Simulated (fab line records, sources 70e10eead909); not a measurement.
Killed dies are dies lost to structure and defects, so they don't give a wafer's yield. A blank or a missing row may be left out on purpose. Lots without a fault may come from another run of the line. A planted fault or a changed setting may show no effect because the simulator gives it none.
fab line records | flow nand_harc
record lots=5 wafers=15 last_day=24
route steps=1159 shown A_STAIRCASE@689
lots that met no fault: from a run of the same line without faults
start_h: hours from the record's first day to the start of the lot's first wafer shown | wait_h: hours since the lot's step before | " the same as in the row above | L1.1+2: a row that stands for several wafers | - no value, or no start given | * or withheld: withheld | < > ~ a bound
route shown NAME@n: a module of which the file shows steps, and the number in the route of the first | usual: mean/standard deviation of fault-free wafers | same: alike in all rows | chamber/n: place in a boat | sites: the reading at each site | _std_site: their standard deviation | _edge_site: outer sites' mean less inner sites' | radius_mm: how far each site lies from the wafer's centre | mask NAME#n: copy n | behind: the tool/chamber that last shaped the wafer | hold: why the lot was held/for how many hours/how that ended | device: the transistor (n, p or np) that didn't switch | end of line: the same wafers' tests at the end of the route | a step without rows: its recipe alone | killed: dies lost to structure and defects at the first sort, not the wafer's yield | map: a wafer's dies, x killed, . not, _ none there
set.NAME: the setting as run; set.NAME@STEP: as run at that earlier step | model.NAME: the simulator's own value behind a step, which no gauge read
lots at some steps of the route; a table a step, a row a wafer
services: from which hour (start_h, from the record's first day; less than 0 if before it) a tool's chamber was out of use, for how many hours, and why
## steps
# step NHARC_A_STAIRCASE_HM_OPEN_463
# recipe o2_flow_sccm=400 cos_flow_sccm=20 ar_flow_sccm=0 rf_w=500 bias_w=300 chemistry=O2/COS
# usual drypump_motor_current_A=5.5/0.43 mfc_ar_sccm=0.010/0.015 oes_product_au=0.998/0.01 rf_vpp_V=468/3.3 showerhead_plenum_p_Torr=3.16/0.15 throttle_valve_pct=28.330/0.0091
# columns lot.wafer tool chamber start_h wait_h drypump_motor_current_A mfc_ar_sccm oes_product_au rf_hours_counter_h rf_vpp_V showerhead_plenum_p_Torr throttle_valve_pct
L082.4 rie_diel-06 0 - - 5.7 0 0.986 21 463 2.97 28.344
L082.1 " 1 " " 5.0 0 1.011 20 464 3.03 28.336
L082.5 " 0 " " 5.7 0 0.981 - 466 2.97 28.330
L086.2 rie_diel-03 3 - - 5.5 0.044 0.991 38 472 3.35 28.314
L086.6 " 2 " " 4.7 0 0.983 - 470 3.22 28.316
L086.5 " 3 " " 5.5 0.044 0.992 - 472 3.35 28.342
L088.1 rie_diel-03 2 - - 4.7 0 1.003 42 469 3.22 28.326
L088.3 " 0 " " 5.5 0.016 0.992 42 466 3.07 28.338
L088.4 " 1 " " 6.3 0.008 1.020 44 468 3.18 28.323
L091.4 rie_diel-06 1 - - 5.0 0 1.008 46 465 3.02 28.348
L091.1 " 2 " " 5.5 0.000 1.007 47 473 3.35 28.326
L091.5 " 3 " " 6.1 0 0.992 - 463 2.95 28.327
L097.3 rie_diel-03 1 - - 6.3 0.008 1.014 1 468 3.17 28.334
L097.1 " 2 " " 4.7 0 1.003 1 468 3.21 28.327
L097.4 " 3 " " 5.5 0.044 0.997 1 473 3.34 28.335
# step NHARC_A_STAIRCASE_STRIP_464
# recipe o2_flow_sccm=400 cos_flow_sccm=20 ar_flow_sccm=0 bias_w=0 chemistry=O2/COS
# columns lot.wafer tool chamber start_h wait_h
L082.1+4+5 rie_diel-06 0,1,3 - -
L086.2+6+5 rie_diel-03 1,2,3 - -
L088.4+3+1 rie_diel-03 1,2,3 - -
L091.4+1+5 rie_diel-06 0,1,2 - -
L097.1+4+3 rie_diel-03 0,2,3 - -
# step NHARC_A_STAIRCASE_ETCH_453
# recipe target_depth_a=300 overetch_a=30 time_s=16.5 ion_energy_ev=100 cf4_flow_sccm=80 o2_flow_sccm=20 ar_flow_sccm=0 rf_w=300 bias_w=100 chemistry=CF4/O2
# usual drypump_motor_current_A=5.5/0.44 mfc_ar_sccm=0.009/0.015 oes_o_777_au=1.000/0.0047 oes_product_au=1.000/0.01 rf_vpp_V=198.3/1.6 showerhead_plenum_p_Torr=1.35/0.065 throttle_valve_pct=13.397/0.009
# same time_s=16.5
# columns lot.wafer tool chamber start_h wait_h drypump_motor_current_A mfc_ar_sccm oes_o_777_au oes_product_au rf_hours_counter_h rf_vpp_V showerhead_plenum_p_Torr throttle_valve_pct
L082.1 rie_diel-06 0 - - 5.7 0 1.003 0.991 21 197.9 1.27 13.402
L082.4 " 3 " " 6.1 0 1.005 0.994 15 196.6 1.26 13.391
L082.5 " 0 " " 5.7 0 0.996 0.984 - 196.9 1.27 13.387
L086.2 rie_diel-03 1 - - 6.3 0.008 1.002 1.010 43 198.7 1.36 13.393
L086.6 " 1 " " 6.2 0.008 1.006 1.012 - 197.8 1.36 13.399
L086.5 " 2 " " 4.7 0 1.004 0.990 - 198.5 1.38 13.398
L088.4 rie_diel-03 0 - - 5.5 0.016 1.006 0.995 42 197.9 1.31 13.395
L088.1 " 1 " " 6.3 0.008 1.005 1.020 44 199.3 1.36 13.412
L088.3 " 2 " " 4.7 0 0.998 0.991 42 198.5 1.38 13.391
L091.1 rie_diel-06 2 - - 5.5 0.000 0.997 1.004 47 199.8 1.44 13.407
L091.4 " 3 " " 6.1 0 1.005 1.004 44 196.6 1.26 13.395
L091.5 " 2 " " 5.6 0.000 0.988 0.995 - 199.7 1.44 13.393
L097.4 rie_diel-03 0 - - 5.5 0.016 0.998 1.008 0 197.2 1.31 13.394
L097.1 " 1 " " 6.3 0.008 1.002 1.018 1 198.9 1.36 13.395
L097.3 " 2 " " 4.7 0 1.002 1.024 1 198.7 1.37 13.388
# step NHARC_A_STAIRCASE_ETCH_315
# recipe target_depth_a=25000 time_s=607.1 ion_energy_ev=800 c4f8_flow_sccm=80 o2_flow_sccm=60 ar_flow_sccm=withheld rf_w=600 bias_w=3000 chemistry=C4F8/O2/Ar
# usual oes_product_au=0.931/0.012 rf_vpp_V=1831/12
# same time_s=607.1
# columns lot.wafer tool chamber start_h wait_h oes_product_au rf_hours_counter_h rf_vpp_V
L082.4 rie_diel-06 0 - - 0.917 22 1813
L082.1 " 2 " " 0.939 18 1845
L082.5 " 0 " " 0.921 - 1813
L086.2 rie_diel-03 1 - - 0.934 43 1832
L086.5 " 2 " " 0.916 - 1835
L086.6 " 3 " " 0.927 - 1846
L088.1 rie_diel-03 2 - - 0.919 42 1834
L088.4 " 3 " " 0.920 40 1846
L088.3 " 1 " " 0.934 45 1833
L091.1 rie_diel-06 0 - - 0.947 48 1814
L091.4 " 1 " " 0.962 46 1820
L091.5 " 2 " " 0.947 - 1845
L097.4 rie_diel-03 0 - - 0.940 1 1823
L097.3 " 1 " " 0.956 1 1832
L097.1 " 2 " " 0.953 1 1835
# step NHARC_A_STAIRCASE_STRIP_316
# recipe o2_flow_sccm=500 ar_flow_sccm=0 bias_w=0 chemistry=O2
# usual drypump_motor_current_A=5.5/0.47 mfc_ar_sccm=0.010/0.014 oes_product_au=0.998/0.01 rf_vpp_V=57.9/0.93 showerhead_plenum_p_Torr=3.60/0.15 throttle_valve_pct=17.036/0.0096
# columns lot.wafer tool chamber start_h wait_h drypump_motor_current_A mfc_ar_sccm oes_product_au rf_hours_counter_h rf_vpp_V showerhead_plenum_p_Torr throttle_valve_pct
L082.4 rie_diel-06 2 - - 5.6 0.000 1.003 18 59.8 3.80 17.039
L082.1 " 1 " " 5.0 0 1.002 20 57.4 3.43 17.031
L082.5 " 3 " " 6.1 0 0.989 - 58.3 3.35 17.042
L086.2 rie_diel-03 0 - - 5.5 0.016 0.990 42 57.5 3.47 17.039
L086.6 " 3 " " 5.5 0.044 0.993 - 59.0 3.79 17.041
L086.5 " 0 " " 5.5 0.016 1.000 - 58.0 3.47 17.040
L088.4 rie_diel-03 2 - - 4.7 0 0.991 43 58.9 3.64 17.025
L088.3 " 0 " " 5.5 0.016 0.984 43 57.8 3.47 17.043
L088.1 " 1 " " 6.3 0.008 1.003 45 58.2 3.60 17.026
L091.4 rie_diel-06 2 - - 5.6 0.000 0.996 47 57.4 3.78 17.047
L091.1 " 3 " " 6.1 0 0.998 45 58.2 3.33 17.015
L091.5 " 2 " " 5.6 0.000 0.989 - 57.6 3.78 17.039
L097.1 rie_diel-03 1 - - 6.2 0.008 1.021 1 58.5 3.59 17.031
L097.4 " 3 " " 5.5 0.044 1.006 1 59.3 3.77 17.049
L097.3 " 0 " " 5.5 0.016 1.006 1 57.7 3.46 17.033
# step NHARC_A_STAIRCASE_STRIP_317
# recipe time_s=900 temp_c=130 chemistry=SPM
# usual bath_heat_duty_pct=15.0/1.8 temp_c=130.00/0.14
# same time_s=900
# columns lot.wafer tool chamber start_h wait_h bath_heat_duty_pct temp_c
L082.4 wet_bench-06 2 299.87 - 13.9 130.23
L082.5 " 3 " " 17.5 129.95
L082.1 " 6 " " 10.6 129.98
L086.5 wet_bench-03 0 335.71 - 12.8 130.02
L086.6 " 1 " " 17.3 130.13
L086.2 " 2 " " 15.3 130.03
L088.1 wet_bench-01 5 339.18 - 12.3 129.96
L088.3 " 6 " " 15.9 130.07
L088.4 " 1 " " 15.0 130.14
L091.1 wet_bench-01 6 368.27 - 15.9 129.70
L091.4 " 7 " " 14.5 129.81
L091.5 " 0 " " 12.7 129.86
L097.1 wet_bench-06 7 404.77 - 17.5 130.28
L097.4 " 0 " " 17.4 130.04
L097.3 " 1 " " 17.2 130.03
# step NHARC_A_STAIRCASE_PRECLEAN_318
# recipe time_s=* temp_c=50 bath_age_min=0 chemistry=SC1
# usual bath_heat_duty_pct=7.1/0.93 temp_c=50.01/0.11
# same time_s=*
# columns lot.wafer tool chamber start_h wait_h bath_heat_duty_pct temp_c
L082.4 wet_bench-06 2 - - 6.5 50.06
L082.5 " 3 " " 8.2 50.03
L082.1 " 6 " " 6.2 49.99
L086.5 wet_bench-03 0 - - 5.4 50.14
L086.6 " 1 " " 7.4 50.04
L086.2 " 2 " " 7.8 50.16
L088.1 wet_bench-01 5 - - 6.2 50.15
L088.3 " 6 " " 8.3 50.16
L088.4 " 1 " " 6.5 49.80
L091.1 wet_bench-01 6 - - 6.5 50.08
L091.4 " 7 " " 7.1 50.01
L091.5 " 0 " " 5.6 49.93
L097.1 wet_bench-06 7 - - 8.3 50.08
L097.4 " 0 " " 7.9 50.06
L097.3 " 1 " " 7.8 50.04
# step NHARC_A_STAIRCASE_SRD_329
# columns lot.wafer tool chamber start_h wait_h
L082.4+5+1 wet_bench-06 2,3,6 - -
L086.5+6+2 wet_bench-03 0,1,2 - -
L088.1+3+4 wet_bench-01 5,6,1 - -
L091.1+4+5 wet_bench-01 6,7,0 - -
L097.1+4+3 wet_bench-06 7,0,1 - -
# step NHARC_A_STAIRCASE_ALD_415
# recipe target_thk_a=300 pulse_time_s=6 ald_cycles=300 temp_c=300 material=SiO2
# usual heater_power_w=491/56 precursor_pulse_height_rel=1.002/0.019
# same pulse_time_s=6
# columns lot.wafer tool chamber start_h wait_h heater_power_w precursor_pulse_height_rel
L082.1 ald_hk-01 3 300.64 0.3 469 1.016
L082.4 " 1 " " 545 1.012
L082.5 " 3 " " 461 0.993
L086.2 ald_hk-03 3 336.90 0.8 520 1.000
L086.6 " 0 " " 515 0.987
L086.5 " 1 " " 403 1.008
L088.4 ald_hk-03 0 339.70 0.1 515 0.987
L088.3 " 2 " " 434 1.024
L088.1 " 3 " " 505 1.029
L091.4 ald_hk-04 1 368.79 0.1 500 0.984
L091.1 " 0 " " 485 1.037
L091.5 " 2 " " 549 1.023
L097.4 ald_hk-04 3 405.28 0.1 594 1.015
L097.1 " 1 " " 446 0.996
L097.3 " 2 " " 547 1.014
# step NHARC_A_STAIRCASE_ETCHBACK_416
# recipe target_depth_a=360 time_s=7.2 c4f8_flow_sccm=withheld o2_flow_sccm=8 ar_flow_sccm=withheld rf_w=600 bias_w=800 chemistry=C4F8/O2/Ar
# usual oes_product_au=0.94/0.033 rf_vpp_V=724/4.9
# same time_s=7.2
# columns lot.wafer tool chamber start_h wait_h oes_product_au rf_hours_counter_h rf_vpp_V
L082.1 rie_diel-06 1 - - 0.92 20 721
L082.4 " 0 " " 0.91 22 719
L082.5 " 2 " " 0.94 - 732
L086.2 rie_diel-06 2 - - 0.93 33 731
L086.5 " 3 " " 0.93 - 718
L086.6 " 0 " " 0.91 - 719
L088.4 rie_diel-03 1 - - 0.93 46 726
L088.1 " 2 " " 0.92 44 727
L088.3 " 3 " " 0.91 42 729
L091.1 rie_diel-03 3 - - 1.00 51 731
L091.4 " 3 " " 0.99 - 729
L091.5 " 0 " " 1.00 - 721
L097.3 rie_diel-03 2 - - 0.93 2 729
L097.4 " 3 " " 0.91 2 730
L097.1 " 0 " " 0.93 2 722
# step NHARC_A_STAIRCASE_STRIP_476
# recipe time_s=20 o2_flow_sccm=500 ar_flow_sccm=0 bias_w=0 chemistry=O2
# usual drypump_motor_current_A=5.5/0.38 mfc_ar_sccm=0.005/0.012 oes_product_au=1.000/0.01 rf_vpp_V=57.9/0.99 showerhead_plenum_p_Torr=3.57/0.18 throttle_valve_pct=17.038/0.0092
# same time_s=20
# columns lot.wafer tool chamber start_h wait_h drypump_motor_current_A mfc_ar_sccm oes_product_au rf_hours_counter_h rf_vpp_V showerhead_plenum_p_Torr throttle_valve_pct
L082.1 rie_diel-06 2 302.58 0.1 5.5 0.000 1.018 18 59.0 3.80 17.030
L082.4 " 3 " " 6.1 0 1.001 15 57.9 3.35 17.042
L082.5 " 3 " " 6.1 0 1.008 - 56.9 3.35 17.053
L086.2 rie_diel-06 0 338.40 0.1 5.7 0 0.996 36 55.1 3.35 17.040
L086.5 " 2 " " 5.5 0.000 1.015 - 58.9 3.79 17.031
L086.6 " 3 " " 6.1 0 0.991 - 56.2 3.34 17.052
L088.4 rie_diel-03 0 341.87 0.1 5.5 0.016 0.995 44 57.3 3.47 17.043
L088.3 " 1 " " 6.3 0.008 1.007 46 58.8 3.60 17.039
L088.1 " 2 " " 4.7 0 0.996 44 59.8 3.63 17.039
L091.1 rie_diel-03 3 370.99 0.1 5.5 0.044 0.991 51 57.2 3.78 17.036
L091.4 " 0 " " 5.5 0.016 0.998 - 57.2 3.46 17.031
L091.5 " 2 " " 4.7 0 0.990 - 58.8 3.63 17.047
L097.3 rie_diel-03 0 407.52 0.1 5.5 0.016 0.992 2 56.6 3.46 17.031
L097.1 " 1 " " 6.3 0.008 1.011 2 58.8 3.59 17.028
L097.4 " 3 " " 5.5 0.044 1.000 2 58.4 3.77 17.037
# step NHARC_A_STAIRCASE_DEP_417
# recipe target_thk_a=600 step_coverage_pct=20 temp_c=400 target_thk_nm=60 flow_sccm=200 rf_w=450 material=Si3N4
# usual heater_power_w=729/130
# columns lot.wafer tool chamber start_h wait_h heater_power_w
L082.1 pecvd-02 0 302.71 - 774
L082.5 " 2 " " 488
L082.4 " 1 " " 734
L086.2 pecvd-04 2 338.62 - 803
L086.5 " 1 " " 806
L086.6 " 2 " " 821
L088.3 pecvd-04 0 342.07 - 819
L088.1 " 1 " " 750
L088.4 " 1 " " 768
L091.1 pecvd-03 2 371.10 - 1054
L091.4 " 2 " " 1018
L091.5 " 0 " " 682
L097.1 pecvd-04 0 407.61 - 744
L097.3 " 2 " " 780
L097.4 " 2 " " 784
# step NHARC_A_STAIRCASE_WET_418
# recipe temp_c=160 target_depth_a=200 chemistry=H3PO4
# usual bath_heat_duty_pct=26.0/3 temp_c=159.99/0.14
# columns lot.wafer tool chamber start_h wait_h bath_heat_duty_pct temp_c
L082.1 wet_h3po4-01 0 305.76 - 24.7 160.14
L082.4 " 0 " " 25.2 160.15
L082.5 " 0 " " 24.7 160.08
L086.2 wet_h3po4-01 1 341.64 - 24.6 160.04
L086.5 " 1 " " 23.6 160.12
L086.6 " 1 " " 23.9 160.04
L088.1 wet_h3po4-01 1 345.08 - 24.2 160.11
L088.3 " 1 " " 26.7 159.94
L088.4 " 1 " " 25.0 160.16
L091.1 wet_h3po4-01 0 372.92 - 25.9 159.83
L091.4 " 0 " " 26.8 160.01
L091.5 " 0 " " 26.0 159.89
L097.1 wet_h3po4-01 1 410.67 - 25.9 159.80
L097.3 " 1 " " 23.8 160.17
L097.4 " 1 " " 25.1 159.77
# step NHARC_A_STAIRCASE_PRECLEAN_419
# recipe time_s=* temp_c=50 bath_age_min=0 chemistry=SC1
# usual bath_heat_duty_pct=7.2/1.1 temp_c=50.00/0.11
# same time_s=*
# columns lot.wafer tool chamber start_h wait_h bath_heat_duty_pct temp_c
L082.5 wet_bench-01 7 306.33 0.0 7.0 50.01
L082.4 " 1 " " 6.3 49.86
L082.1 " 4 " " 8.2 50.00
L086.6 wet_bench-03 1 342.23 0.1 8.5 50.06
L086.5 " 2 " " 6.9 49.70
L086.2 " 3 " " 5.2 49.80
L088.1 wet_bench-03 4 345.66 0.0 8.5 49.99
L088.4 " 7 " " 8.4 50.20
L088.3 " 0 " " 6.0 50.08
L091.5 wet_bench-03 6 373.51 0.0 6.2 49.97
L091.4 " 7 " " 8.3 50.11
L091.1 " 0 " " 6.2 50.06
L097.1 wet_bench-03 1 411.26 0.0 7.9 49.88
L097.4 " 2 " " 7.4 50.08
L097.3 " 3 " " 6.2 50.16
# step NHARC_A_STAIRCASE_SRD_421
# columns lot.wafer tool chamber start_h wait_h
L082.5+4+1 wet_bench-01 7,1,4 - -
L086.6+5+2 wet_bench-03 1,2,3 - -
L088.1+4+3 wet_bench-03 4,7,0 - -
L091.5+4+1 wet_bench-03 6,7,0 - -
L097.1+4+3 wet_bench-03 1,2,3 - -
# step NHARC_A_STAIRCASE_ALD_420
# recipe target_thk_a=200 pulse_time_s=6 ald_cycles=200 temp_c=300 material=SiO2
# usual heater_power_w=496/55 precursor_pulse_height_rel=1.001/0.02
# same pulse_time_s=6
# columns lot.wafer tool chamber start_h wait_h heater_power_w precursor_pulse_height_rel
L082.1 ald_hk-03 3 306.47 - 526 1.049
L082.4 " 2 " " 437 0.977
L082.5 " 0 " " 502 0.997
L086.2 ald_hk-03 0 342.37 - 523 0.997
L086.6 " 0 " " 499 0.991
L086.5 " 1 " " 403 0.996
L088.3 ald_hk-01 2 345.97 - 423 0.998
L088.4 " 3 " " 471 1.020
L088.1 " 0 " " 499 1.002
L091.1 ald_hk-03 3 374.36 - 510 0.992
L091.4 " 2 " " 439 0.976
L091.5 " 3 " " 511 0.988
L097.4 ald_hk-04 1 411.39 - 433 1.036
L097.1 " 2 " " 569 1.015
L097.3 " 0 " " 494 0.994
# step NHARC_A_STAIRCASE_CVD_552
# recipe target_thk_a=400 temp_c=700 pressure_mtorr=300 material=SiNx
# usual spike_tc_upper_C=700.3/1.7 zone_power_bottom_pct=16.5/0.71
# columns lot.wafer tool chamber start_h wait_h spike_tc_upper_C zone_power_bottom_pct
L082.1 lpcvd-02 0 - - 700.5 17.0
L082.4 " 0 " " 697.5 17.1
L082.5 " 0 " " 697.5 17.0
L086.2 lpcvd-01 1 - - 701.0 14.9
L086.5 " 1 " " 701.4 15.1
L086.6 " 1 " " 700.7 15.3
L088.1 lpcvd-02 1 - - 700.3 16.4
L088.3 " 1 " " 699.1 16.6
L088.4 " 1 " " 699.2 16.4
L091.1 lpcvd-02 1 - - 699.8 16.2
L091.4 " 1 " " 702.0 16.4
L091.5 " 1 " " 700.6 16.8
L097.1 lpcvd-01 0 - - 703.6 17.3
L097.3 " 0 " " 701.8 17.2
L097.4 " 0 " " 702.7 17.2
# step NHARC_A_STAIRCASE_DEP_151
# recipe target_thk_a=38000 temp_c=400 target_thk_nm=3800 teos_flow_sccm=200 rf_w=500 material=SiO2
# usual heater_power_w=672/140
# columns lot.wafer tool chamber start_h wait_h heater_power_w
L082.1 pecvd-02 1 314.95 0.6 693
L082.5 " 0 " " 656
L082.4 " 1 " " 582
L086.2 pecvd-02 2 350.60 0.4 446
L086.6 " 2 " " 424
L086.5 " 1 " " 567
L088.3 pecvd-02 1 354.09 0.4 613
L088.1 " 0 " " 697
L088.4 " 1 " " 571
L091.1 pecvd-02 0 382.09 0.6 810
L091.5 " 1 " " 575
L091.4 " 2 " " 415
L097.1 pecvd-03 1 419.69 0.4 676
L097.3 " 2 " " 1058
L097.4 " 0 " " 534
## services
# columns tool chamber start_h hours kind
rie_diel-06 2 288.44 2.8 repair
pecvd-03 - 292.19 13.0 pm
rie_diel-03 0 298.37 - clean
rie_diel-03 1 298.37 - clean
rie_diel-03 2 298.37 - clean
rie_diel-03 3 298.37 - clean
wet_bench-06 - 305.67 8.0 pm
lpcvd-01 - 314.00 26.0 pm
ald_hk-03 - 322.00 10.0 pm
wet_bench-03 - 322.40 8.0 pm
pecvd-04 - 329.46 3.8 repair
pecvd-02 - 334.00 13.0 pm
pecvd-03 0 334.99 6.3 repair
wet_bench-01 - 335.72 2.4 repair
wet_bench-06 - 351.23 9.1 repair
lpcvd-02 - 365.45 0.6 repair
rie_diel-03 1 370.70 3.7 repair
wet_h3po4-01 - 371.18 1.7 repair
rie_diel-03 2 373.90 5.3 repair
pecvd-04 - 377.73 13.0 pm
wet_bench-01 - 389.60 8.0 pm
rie_diel-03 - 392.98 9.0 pm
ald_hk-01 - 409.24 10.0 pm
rie_diel-06 - 418.51 9.0 pm
## key
fault none
